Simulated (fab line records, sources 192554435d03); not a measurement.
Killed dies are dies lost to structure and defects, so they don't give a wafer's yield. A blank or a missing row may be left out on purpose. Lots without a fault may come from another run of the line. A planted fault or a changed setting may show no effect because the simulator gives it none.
Split-lot experiment | flow n5_finfet | 7 lots, 39 wafers read, on a route of 1938 steps

THE SPLIT
At N5_SD_EPI_N_EPI_21 (deposits Si:P, time 690 s), the setting time_s was moved away from the recipe's 690 s on 18 of the 39 wafers read, by -18.2% to +20.1%. The other wafers ran this setting at the recipe's value.

The reading is taken at the split's own step.

THE READING
Si-P_of_SD_EPI_N_EPI_21.thk_nm (the simulator's own value, which no gauge read), in nm, at N5_SD_EPI_N_EPI_21 (deposits Si:P, time 690 s). The file gives no usual value for it. The 21 wafers here that ran the recipe average 59.1 nm, standard deviation 0.81 nm.

wafer  | tool, chamber at the split | time_s as run, s | against the recipe | Si-P_of_SD_EPI_N_EPI_21.thk_nm, nm | against lot-mates on the recipe
L078.1 | epi_rpcvd-02, 0            | 690              | recipe             | 59                                 | -
L078.2 | epi_rpcvd-02, 0            | 828.8            | +20.1%             | 66.4                               | +7.7
L078.3 | epi_rpcvd-02, 0            | 828.8            | +20.1%             | 66.6                               | +7.9
L078.4 | epi_rpcvd-02, 0            | 690              | recipe             | 58.6                               | -
L078.6 | epi_rpcvd-02, 0            | 690              | recipe             | 58.6                               | -
L078.5 | epi_rpcvd-02, 0            | 828.8            | +20.1%             | 65.8                               | +7.1
L079.1 | epi_rpcvd-02, 0            | 822              | +19.1%             | 67.2                               | +7.8
L079.2 | epi_rpcvd-02, 0            | 822              | +19.1%             | 67.2                               | +7.8
L079.3 | epi_rpcvd-02, 0            | 690              | recipe             | 59                                 | -
L079.4 | epi_rpcvd-02, 0            | 822              | +19.1%             | 66.8                               | +7.4
L079.5 | epi_rpcvd-02, 0            | 690              | recipe             | 59.8                               | -
L079.6 | epi_rpcvd-02, 0            | 690              | recipe             | 59.4                               | -
L084.3 | epi_rpcvd-02, 0            | 690              | recipe             | 58.6                               | -
L084.5 | epi_rpcvd-02, 0            | 690              | recipe             | 59.6                               | -
L084.6 | epi_rpcvd-02, 0            | 690              | recipe             | 58.2                               | -
L093.1 | epi_rpcvd-01, 0            | 690              | recipe             | 58.8                               | -
L093.2 | epi_rpcvd-01, 0            | 690              | recipe             | 59.4                               | -
L093.3 | epi_rpcvd-01, 0            | 564.4            | -18.2%             | 51.8                               | -7.3
L093.4 | epi_rpcvd-01, 0            | 564.4            | -18.2%             | 51.8                               | -7.3
L093.5 | epi_rpcvd-01, 0            | 564.4            | -18.2%             | 51.8                               | -7.3
L093.6 | epi_rpcvd-01, 0            | 690              | recipe             | 59                                 | -
L094.1 | epi_rpcvd-03, 0            | 590              | -14.5%             | 55.2                               | -5.2
L094.2 | epi_rpcvd-03, 0            | 690              | recipe             | 60.2                               | -
L094.3 | epi_rpcvd-03, 0            | 690              | recipe             | 60.2                               | -
L094.4 | epi_rpcvd-03, 0            | 590              | -14.5%             | 54.2                               | -6.2
L094.5 | epi_rpcvd-03, 0            | 590              | -14.5%             | 54.2                               | -6.2
L094.6 | epi_rpcvd-03, 0            | 690              | recipe             | 60.8                               | -
L095.1 | epi_rpcvd-03, 0            | 735.2            | +6.6%              | 62                                 | +2.7
L095.2 | epi_rpcvd-03, 0            | 690              | recipe             | 59                                 | -
L095.6 | epi_rpcvd-03, 0            | 690              | recipe             | 59                                 | -
L095.3 | epi_rpcvd-03, 0            | 735.2            | +6.6%              | 61.6                               | +2.3
L095.5 | epi_rpcvd-03, 0            | 735.2            | +6.6%              | 61.6                               | +2.3
L095.4 | epi_rpcvd-03, 0            | 690              | recipe             | 59.8                               | -
L096.1 | epi_rpcvd-02, 0            | 690              | recipe             | 58.2                               | -
L096.2 | epi_rpcvd-02, 0            | 690              | recipe             | 57.8                               | -
L096.3 | epi_rpcvd-02, 0            | 575              | -16.7%             | 51.4                               | -6.4
L096.4 | epi_rpcvd-02, 0            | 575              | -16.7%             | 50.8                               | -7.0
L096.5 | epi_rpcvd-02, 0            | 690              | recipe             | 57.4                               | -
L096.6 | epi_rpcvd-02, 0            | 575              | -16.7%             | 52                                 | -5.8

THE FIT
A straight line over all 39 wafers: Si-P_of_SD_EPI_N_EPI_21.thk_nm changes by +0.393 nm for each +1% of time_s; r = +0.98; the points scatter about the line by 0.83 nm.
The same after taking each lot's own level away (the mean of its wafers on the recipe; 39 wafers): +0.391 nm for each +1%; r = +1.00; scatter 0.38 nm.
On that fit, the largest move of time_s shifts the reading by 7.9 nm.
The lots' own levels span 57.80 to 60.40 nm, that is 3.2 times the standard deviation above.
So the lot-to-lot level changes the slope little: the two slopes agree.
Check: with one of the wafers moved furthest among these (+20.1%) left out of the fit, the line predicts +7.85 nm for it against its lot-mates. It came out at +7.67 nm against them.

OTHER SPLITS ON THESE WAFERS
These wafers also went through other splits before the reading. Each is held against what the fit with the lots' levels taken away leaves over:
other split on the same wafers | wafers away from the commonest value | r with Si-P_of_SD_EPI_N_EPI_21.thk_nm (lot level and that fit taken away)
N5_DUMMY_GATE_ETCH_32 time_s   | 18                                   | +0.10

THE WHOLE CHAIN: every reading that the file lists as answering this split, in the file's order
step                    | what it does              | reading                                                                         | change (the file's fit)               | r (the file's)
N5_SD_EPI_N_EPI_21      | deposits Si:P, time 690 s | Si-P_of_SD_EPI_N_EPI_21.thk_nm (the simulator's own value, which no gauge read) | +0.391 nm for each +1% of the setting | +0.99
N5_SD_EPI_N_EPI_MEAS_23 |                           | thk_nm                                                                          | withheld for each +1% of the setting  | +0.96

THE FILE'S OWN FIT
Si-P_of_SD_EPI_N_EPI_21.thk_nm changes by +0.391 nm for each +1% of time_s, r = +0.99.
